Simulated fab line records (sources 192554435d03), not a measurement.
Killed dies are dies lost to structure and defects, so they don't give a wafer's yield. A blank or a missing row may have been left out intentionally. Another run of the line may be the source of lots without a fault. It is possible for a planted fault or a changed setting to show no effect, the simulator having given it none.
A lot that was struck, set against a sound lot -- flow n5Finfet -- 38 out of 1938 route steps
Sound: these wafers, L854.2, L854.4, L854.5. The struck wafers were L863.2, L863.3, L863.4. The cause is named last.
Each step with rows lists, per side, the tool, then ch with its chambers, then its first start. Under that, the readings that differ: sound wafers -- struck wafers -- difference of the means -- sigmas: that difference in standard deviations of wafers without a fault.
alike: words and numbers the same on both sides, and readings whose means are apart by under 2 such deviations; not compared: readings that were withheld, readings missing a value for some wafer, numbers with overlapping values and no deviation given by the record, and bounds like >300 which may hide the same value.
A row with sigmas, a row that says differs or no value, or rows on one side alone: a step with any of these is where the two part. Numbers that have no deviation but don't overlap get no sigmas and don't part them. A reading missing from all wafers of one side parts the sides only when that side holds two or more wafers.

first, 12 steps without rows for these wafers: N5_SD_EPI_P_STRIP_38 (strips in N2/H2); N5_SD_EPI_P_ETCHBACK_46 (etches SiNx in CH3F/O2, stops on SiO2, target depth 17.5 nm); N5_SD_EPI_P_ETCH_47 (etches SiOCN in CH3F/O2, target depth 25 nm); N5_SD_EPI_P_ETCH_16 (etches SiO2 in CHF3/O2, target depth 5 nm); N5_SD_EPI_P_STRIP_50 (strips in CHF3/O2); N5_SD_EPI_P_SD_RECESS_17 (chemistry HBr/Cl2/O2, target depth 39.1 nm, bt time 3 s); N5_SD_EPI_P_WET_ETCH_45 (etches SiO2 in dHF, time 10.7 s, target depth 2 nm, rinse time 30 s); N5_SD_EPI_P_STRIP_40 (strips in N2/H2); N5_SD_EPI_P_PRECLEAN_52 (cleans in O3/DIW, time 60 s); N5_SD_EPI_P_SRD_20 (time 30 s); N5_SD_EPI_P_PRECLEAN_51 (cleans in NF3:NH3, afs cycles 1, time 20 s, sublimation time 60 s); N5_SD_EPI_P_VAPOR_ETCH_44 (etches SiGe30 in NF3/Ar, time 3.3 s).
N5_SD_EPI_P_EPI_21: deposits SiGe:B, time 355 s.
  sound on epiRpcvd-02 ch 0, day 4 21:02; struck on epiRpcvd-02 ch 0, day 7 02:41
reading,sound,struck,difference,sigmas
model.SiGe-B_of_SD_EPI_P_EPI_21.thkNm (nm),60 60.4 61,56.2 56 56,-4.4,
  alike: chamberPressureTorr
N5_SD_EPI_P_EPI_MEAS_23:
  sound on filmMetro-01 at day 4 22:53; struck on filmMetro-01 at day 7 05:08
reading,sound,struck,difference,sigmas
thkNm (nm),60.5 60.5 63.2,55.8 56.5 56.9,-5.0,-4
then, 8 steps without rows for these wafers: N5_SD_EPI_P_HM_STRIP_48 (strips SiNx in H3PO4, material SiNx, target depth 3 nm); N5_SD_EPI_P_SRD_49 (time 30 s); N5_SD_EPI_P_PRECLEAN_24 (cleans in O3/DIW, time 45 s); N5_SD_EPI_P_PRECLEAN_32 (cleans in dHF, time 10 s); N5_SD_EPI_P_PRECLEAN_33 (cleans in SC2, time 45 s); N5_SD_EPI_P_SRD_25 (time 30 s); N5_SD_ACTIVATION_RTA_00 (time 0 s); N5_SD_ACTIVATION_LSA_01 (time 0.0008 s).
N5_SD_ACTIVATION_RS_MEAS_03: measures by four-point-probe.
  sound on filmMetro-02 at day 4 23:30; struck on filmMetro-02 at day 7 05:47
reading,sound,struck,difference,sigmas
RS_SD_P (ohm/sq),56.8 56.8 55.4,61.0 61.2 61.3,+4.8,+4
  alike: RS_SD_N
then, 12 steps without rows for these wafers: N5_ILD0_LINER_00 (material SiNx, target thk 4 nm, pulse time 1 s, purge time 2 s); N5_ILD0_FCVD_FILL_01 (material SiO2 flowable, target thk 200 nm, time 328.3 s); N5_ILD0_CURE_02 (time 1800 s); N5_ILD0_CMP_03 (polishes, stops on SiNx, t overpolish 1.9 s, target thk 197.38 nm); N5_ILD0_CMP_07 (polishes SiO2 flowable, stops on poly-Si, t overpolish 1.18 s, target thk 138.88 nm); N5_ILD0_PRECLEAN_10 (cleans in NF3:NH3, afs cycles 5, time 20 s, sublimation time 60 s); N5_ILD0_ALD_15 (deposits SiNx, target thk 24 nm, pulse time 1 s, ald cycles 480); N5_ILD0_CMP_12 (polishes SiNx, stops on poly-Si, t overpolish 6 s, target thk 17.67 nm); N5_SDB_HM_DEP_00 (deposits SiNx from SiH4/NH3/N2, target thk 40 nm, time 35.3 s); N5_SDB_COAT_03 (time 60 s, resist thk 100 nm); N5_SDB_COAT_04 (time 60 s, resist thk 18 nm); N5_SDB_COAT_05 (resist thk 90 nm).
N5_MOL_CONTACT_COAG_ETCH_110: etches Si in CF4/O2, target depth 2.5 nm, time 8 s.
  sound on rieDiel-05 ch 1,2, day 6 07:51; struck on rieDiel-06 ch 0,1,3, day 8 12:38
reading,sound,struck,difference,sigmas
model.SiGe-B_of_SD_EPI_P_EPI_21.thkNm (nm),57.2 57.6 58,53.4 53.2 53.4,-4.3,
  alike: cf4FlowSccm, drypumpMotorCurrentA, oes_o_777_au, oesProductAu, rfVppV, showerheadPlenumPTorr, throttleValvePct
  not compared: rfHoursCounterH
-- record jumps: 4 days separate the struck wafers' starts on either side; left off in module MOL_CONTACT_COAG, taken up again in module BEOL_M4, whose first shown step is the route's number 1111 --
N5_BEOL_M4_RC_MEAS_101:
  sound on prober-01 ch 0, day 9 08:05; struck on prober-01 ch 0, day 12 02:46
reading,sound,struck,difference,sigmas
RS_SD_P (ohm/sq),67.2 66.7 66.0,71.5 71.6 71.4,+4.9,+4
  alike: DIBL_N, DIBL_P, IOFF_N, IOFF_P, ION_N, ION_P, SS_N, SS_P, VT_N, VT_P
next, for these wafers, 1 step has no rows: N5_PASSIVATION_PROBE_49.

== WHERE THEY PART ==
First at N5_SD_EPI_P_EPI_MEAS_23; last, within this record, at N5_BEOL_M4_RC_MEAS_101.

WHY: the cause the simulator had injected
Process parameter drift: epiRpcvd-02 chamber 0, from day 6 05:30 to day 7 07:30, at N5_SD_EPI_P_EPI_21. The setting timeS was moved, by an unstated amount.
